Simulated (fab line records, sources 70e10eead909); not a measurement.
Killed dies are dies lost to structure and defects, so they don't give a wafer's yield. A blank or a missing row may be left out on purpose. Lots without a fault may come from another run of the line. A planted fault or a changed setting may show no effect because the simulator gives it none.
Problem report in the 8D (eight disciplines) form, filled by code | flow nand_harc | the parts of the form that need people (team, actions taken, sign-off) are left out

1. THE PROBLEM
run_length_s at NHARC_THIN_TSV_ETCHBACK_48 reads a mean of 312.9 s on 4 wafers of 2 lots; wafers without a fault read 426.4 s with a standard deviation of 0.5. That is -99 or more standard deviations from the usual mean.
The step: etches the open film in C4F8/Ar, target depth 1028.5 nm, time 405.17 s.
First seen on wafer L513.4, day 29 08:22, on rie_diel-13. The record holds 42 wafers of 14 lots with a number at this step. Rule for "out", or "out of limits": more than 4 standard deviations from the usual mean. The other wafers with a number count as sound.

2. WHAT IT IS AND WHAT IT IS NOT
question                    | is                             | is not
which readings at this step | run_length_s                   | oes_product_au, rf_vpp_V
which lots                  | L513, L515                     | L502, L504, L505, L506, L508, L518, L519, L520, L521, L522, L523, L524
which wafers of those lots  | L513.4, L515.2, L515.4, L515.5 | L513.1, L513.6
read on which tools         | rie_diel-13                    | rie_diel-09, rie_diel-12
when                        | from day 29 08:22              | up to then (17 sound wafers); but 21 sound wafers of L518, L519, L520, L521, L522, L523, L524 came after

3. SUSPECTS, AND WHAT RULES EACH OUT
Counting: a tool at a process step up to the reading stays a suspect if it ran every lot that is out. Sound lots after the first of them don't rule it out here, since some wafers of a struck lot are sound.
- rie_diel-13 at NHARC_THIN_TSV_ETCHBACK_48 (etches the open film in C4F8/Ar, target depth 1028.5 nm, time 405.17 s): kept. It ran every lot that is out, first L513 (day 29 08:22); its last sound lot up to then is L506 (day 25 08:41). Its own readings are out on those wafers: run_length_s.
Left after counting: rie_diel-13 at NHARC_THIN_TSV_ETCHBACK_48.

4. THE CAUSE (what the simulator had put in)
Process parameter drift: rie_diel-13, from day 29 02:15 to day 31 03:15, at NHARC_THIN_TSV_ETCHBACK_48. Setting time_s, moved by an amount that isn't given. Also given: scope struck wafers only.
Counting left only this tool.

5. THE CHAIN OF EFFECTS, in route order
Each row: a reading whose mean over the struck wafers that have a number lies more than 3 standard deviations from the usual. Only readings for which the record gives a usual standard deviation are gone through. hours: the time from each lot's start at the first step in this table that gives one to its start at this step, as a median over the lots. sigmas: the change in usual standard deviations.
hours | step                       | reading      | usual   | on struck wafers | change | sigmas
0     | NHARC_THIN_TSV_ETCHBACK_48 | run_length_s | 426.4 s | 312.9            | -113.5 | -99 or more
The process steps in it:
- NHARC_THIN_TSV_ETCHBACK_48: etches the open film in C4F8/Ar, target depth 1028.5 nm, time 405.17 s.
Readings that are blank on the struck wafers while sound wafers have them: rf_fwd_power_W at NHARC_THIN_TSV_ETCHBACK_48.

6. WHAT WOULD HAVE CAUGHT IT SOONER
In this record the first reading out of limits was taken at day 29 08:22, 6 hours after the fault began at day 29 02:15.
